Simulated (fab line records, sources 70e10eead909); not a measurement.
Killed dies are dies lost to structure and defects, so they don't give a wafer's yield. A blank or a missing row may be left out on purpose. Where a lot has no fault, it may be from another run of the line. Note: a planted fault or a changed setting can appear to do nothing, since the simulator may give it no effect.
A struck lot beside a sound one    flow nandHarc    13 steps out of a route of 1302
Sound: these wafers, L388.2, L388.3, L388.5. Wafers struck: L385.1, L385.2, L385.4. Last of all comes the cause.
For every step that has rows: the tool of each side, followed by ch and its chambers, followed by its first start. Under that, the readings that differ: sound wafers    struck wafers    difference of the means    sigmas: that difference in standard deviations of wafers without a fault.
alike: words and numbers the same on both sides, and readings whose means are apart by under 2 such deviations; not compared: readings that were withheld, readings missing a value for some wafer, numbers with overlapping values and no deviation given by the record, and bounds like >300 which may hide the same value.
The two part at a step that has a row with sigmas, a row that says differs or no value, or rows on one side only. Numbers that have no deviation but don't overlap get no sigmas and don't part them. Lack of a reading on every wafer of one side parts them only where that side has two or more wafers.

NHARC_A_CHANNEL_FILL_D2_ALD_16: deposits SiO2, target thk 1.5 nm, pulse time 10 s, ald cycles 15.
  sound on aldHk-04 ch 2,3, day 20 04:03; struck on aldHk-03 ch 0,2,3, day 19 02:28
  alike: heaterPowerW, precursorPulseHeightRel
then, 3 steps without rows for these wafers: NHARC_A_CHANNEL_FILL_D2_ANNEAL_17 (time 1800 s); NHARC_A_CHANNEL_FILL_D2_CVD_18 (deposits poly-Si, target thk 3 nm); NHARC_A_CHANNEL_FILL_D2_ETCHBACK_19 (etches the open film in HBr/Cl2, target depth 5 nm, time 1.7 s).
NHARC_A_CHANNEL_FILL_D2_ETCHBACK_20: etches the open film in C4F8/O2/Ar, target depth 27 nm, time 13.5 s.
  sound on rieDiel-12 ch 0,1, day 20 15:57; struck on rieDiel-10 ch 0,2,3, day 19 14:26
  alike: biasW, chamberPressureMTorr, oesProductAu, rfVppV
  not compared: rfHoursCounterH
NHARC_A_CHANNEL_FILL_D2_STRIP_28: strips in O2, time 20 s.
  sound on rieDiel-12 ch 0,1,3, day 20 16:02; struck on rieDiel-10 ch 0,1,2, day 19 14:31
  alike: drypumpMotorCurrentA, o2FlowSccm, oesProductAu, rfVppV, showerheadPlenumPTorr, throttleValvePct
  not compared: rfHoursCounterH
then, 4 steps without rows for these wafers: NHARC_A_CHANNEL_FILL_D2_PRECLEAN_21 (cleans in dHF, time 30 s); NHARC_A_CHANNEL_FILL_D2_SRD_23; NHARC_A_CHANNEL_FILL_D2_CVD_05 (deposits poly-Si, target thk 5 nm); NHARC_A_CHANNEL_FILL_D2_ANNEAL_22 (time 7200 s).
NHARC_A_CHANNEL_FILL_D2_ALD_25: deposits SiOx, target thk 60 nm, pulse time 10 s, ald cycles 600.
  sound on aldHk-03 ch 1,2,3, day 21 05:14; struck on aldHk-03 ch 0,1,3, day 20 03:19
  alike: heaterPowerW, precursorPulseHeightRel
NHARC_A_CHANNEL_FILL_D2_ETCHBACK_08: etches the open film in C4F8, target depth 220 nm, time 110 s.
  sound on rieDiel-12 ch 1,2, day 21 09:34; struck on rieDiel-12 ch 0,1,3, day 20 08:53
  no value came back on the struck wafers for chamberPressureMTorr (mTorr), oesProductAu (a.u.), rfVppV (V); on the sound wafers chamberPressureMTorr (mTorr) reads 25.009 25.017 25.008
  not compared: rfHoursCounterH
NHARC_A_CHANNEL_FILL_D2_STRIP_29: strips in O2, time 20 s.
  sound on rieDiel-12 ch 1,2, day 21 09:45; struck on rieDiel-12 ch 0,2,3, day 20 09:03
  alike: drypumpMotorCurrentA, o2FlowSccm, oesProductAu, rfVppV, showerheadPlenumPTorr, throttleValvePct
  not compared: rfHoursCounterH

## WHERE THEY PART
Only at NHARC_A_CHANNEL_FILL_D2_ETCHBACK_08, as far as this record shows. Later steps at which nothing parts them and some readings are alike: NHARC_A_CHANNEL_FILL_D2_STRIP_29.

WHY: what had been put in by the simulator
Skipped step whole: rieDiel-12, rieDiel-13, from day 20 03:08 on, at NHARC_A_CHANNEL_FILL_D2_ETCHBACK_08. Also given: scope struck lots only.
